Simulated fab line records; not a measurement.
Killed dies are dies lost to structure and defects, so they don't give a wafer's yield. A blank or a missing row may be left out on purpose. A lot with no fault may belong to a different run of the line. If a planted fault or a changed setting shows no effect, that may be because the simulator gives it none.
Struck lot and sound lot, side by side ; flow nandHarc ; 15 steps out of a route of 1302
Sound: the wafers L351.1, L351.5, L351.6. Struck: wafers L361.1, L361.2, L361.5. The cause is named last.
Each step with rows lists, per side, the tool, then ch with its chambers, then its first start. Under that, the readings that differ: sound wafers ; struck wafers ; difference of the means ; sigmas: that difference in standard deviations of wafers without a fault.
alike: readings with means less than 2 such deviations apart, plus words and numbers identical on both sides. not compared: withheld readings, readings lacking a value on some wafer, bounds such as >300 that could conceal the same value, and numbers that have no deviation in the record and whose values overlap.
Wherever a step has rows on one side only, a row that says differs or no value, or a row with sigmas, the two part there. When numbers do not overlap yet have no deviation, they are printed without sigmas and do not part them. Lack of a reading on every wafer of one side parts them only where that side has two or more wafers.

first, 4 steps without rows for these wafers: NHARC_A_M1_EBR_05; NHARC_A_M1_EXPOSE_06 (exposes mask A M1, target cd 120 nm); NHARC_A_M1_PEB_07 (peb time 65 s); NHARC_A_M1_DEVELOP_08 (develop time 35 s).
NHARC_A_M1_CD_MEAS_09 targets a cd of 120 nm.
  sound on cdSem-01 ch 0, day 23 09:18; struck on cdSem-01 ch 0, day 26 20:34
  alike: cdNm
NHARC_A_M1_OVL_MEAS_10: pitch 240 nm.
  struck on overlay-02, day 26 20:38; sound on overlay-01, day 23 09:23
  alike: overlayXNm, overlayYNm
NHARC_A_M1_INSPECT_11:
  struck on defectInspect-02, day 26 20:41; sound on defectInspect-01, day 23 09:26
  alike: rawDefectCount
NHARC_A_M1_DESCUM_14: chemistry O2, time 3 s.
  sound on rieDiel-09 ch 1,2,3, day 23 09:31; struck on rieDiel-09 ch 0,2,3, day 26 20:46
  alike: drypumpMotorCurrentA, oesProductAu, rfVppV, showerheadPlenumPTorr, throttleValvePct
  not compared: rfHoursCounterH
NHARC_A_M1_ETCH_35: etches the open film in N2/H2, target depth 40 nm, overetch 12 nm, time 43.94 s.
  sound on rieDiel-09 ch 1,2,3, day 23 09:35; struck on rieDiel-09 ch 0,1,3, day 26 20:50
  alike: drypumpMotorCurrentA, oesProductAu, rfVppV, runLengthS, showerheadPlenumPTorr, throttleValvePct
  not compared: rfHoursCounterH
NHARC_A_M1_ETCH_15: etches the open film in C4F8/Ar, target depth 182.5 nm, time 91.2 s.
  sound on rieDiel-09 ch 1,2; struck on rieDiel-09 ch 1,2,3
  alike: oesProductAu, rfVppV, runLengthS
  not compared: rfHoursCounterH
NHARC_A_M1_CD_MEAS_16:
  struck on cdSem-02, day 26 21:03; sound on cdSem-01, day 23 09:47
  alike: cdNm
NHARC_A_M1_STRIP_18: strips in N2/H2.
  sound on rieDiel-06 ch 0,2,3, day 23 09:57; struck on rieDiel-06 ch 1,3, day 26 21:07
  alike: drypumpMotorCurrentA, oesProductAu, rfVppV, showerheadPlenumPTorr, throttleValvePct
  not compared: rfHoursCounterH
NHARC_A_M1_ETCH_28: etches the open film in CF4/N2, target depth 30 nm, time 72.99 s.
  sound on rieDiel-06 ch 0,1, day 23 10:07; struck on rieDiel-06 ch 1,3, day 26 21:25
reading;sound;struck;difference;sigmas
runLengthS (s);93.7 93.8 94.7;78.1 78.2 78.1;-15.9;-39
  alike: drypumpMotorCurrentA, oesProductAu, rfVppV, showerheadPlenumPTorr, throttleValvePct
  not compared: rfHoursCounterH
then, 1 step without rows for these wafers: NHARC_A_M1_STRIP_19 (strips in post etch residue remover, time 600 s).
NHARC_END_SORT_01:
  sound on prober-02 ch 0, day 24 22:55; struck on prober-01 ch 0, day 28 12:26
  alike: defectLimitedYield, killedAtArray, killedAtOther, killedAtPeriphery, killedDies, killedOpen, killedShort

WHERE THEY PART
NHARC_A_M1_ETCH_28 only, going by this record. Later steps at which nothing parts them and some readings are alike: NHARC_END_SORT_01.

WHY: what the simulator had put in
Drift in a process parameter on rieDiel-06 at NHARC_A_M1_ETCH_28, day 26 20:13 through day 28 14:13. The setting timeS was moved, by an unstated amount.
